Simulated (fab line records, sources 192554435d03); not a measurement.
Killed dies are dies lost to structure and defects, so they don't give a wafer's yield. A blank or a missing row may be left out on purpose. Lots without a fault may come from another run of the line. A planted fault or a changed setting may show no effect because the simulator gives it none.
Chamber matching | flow n5_finfet | N5_GATE_CUT_ETCH_19 on rie_diel-05: 4 sister chambers
The step etches SiNx in CH3F/O2, target depth 53.7 nm, time 76.7 s. 8 wafers are shown with their chamber, then 9 later ones without.

WAFERS WITH THEIR CHAMBER
wafer  | chamber | drypump_motor_current_A (A) | showerhead_plenum_p_Torr (Torr)
L078.1 | 2       | 6.7                         | 2.00
L078.2 | 0       | 6.6                         | 1.95
L079.5 | 2       | 6.6                         | 2.00
L086.3 | 3       | 5.9                         | 2.08
L086.6 | 1       | 5.3                         | 2.06
L090.2 | 0       | 6.6                         | 1.94
L090.3 | 3       | 5.8                         | 2.08
L090.5 | 1       | 5.3                         | 2.06

WAFERS WITHOUT THEIR CHAMBER
wafer  | drypump_motor_current_A (A) | showerhead_plenum_p_Torr (Torr)
L091.3 | 5.8                         | 2.08
L091.4 | 6.6                         | 1.94
L091.6 | 5.3                         | 2.06
L095.1 | 6.6                         | 1.94
L095.2 | 6.6                         | 1.99
L095.3 | 5.8                         | 2.08
L097.1 | 5.3                         | 2.06
L097.3 | 6.6                         | 1.94
L097.4 | 6.6                         | 1.99

WHICH CHAMBER EACH WENT THROUGH
wafer  | from the rows above | in truth
L091.3 | 3                   | 3
L091.4 | 0                   | 0
L091.6 | 1                   | 1
L095.1 | 0                   | 0
L095.2 | 2                   | 2
L095.3 | 3                   | 3
L097.1 | 1                   | 1
L097.3 | 0                   | 0
L097.4 | 2                   | 2
Placed correctly: 9 of 9. Can't be placed from these rows: 0. Placed wrongly: 0.
How it was worked out, from the rows above alone: a wafer's distance from a chamber is the root of the sum, over the readings, of the square of ((its reading less the chamber's mean) divided by the reading's scatter). The wafer belongs to the nearest chamber; if the next one is less than 2 further off, it can't be placed. A chamber's mean is the mean of its shown wafers. The scatter: the root of (the sum of the squares of (reading less its chamber's mean) over the shown wafers, divided by (wafers less chambers)).
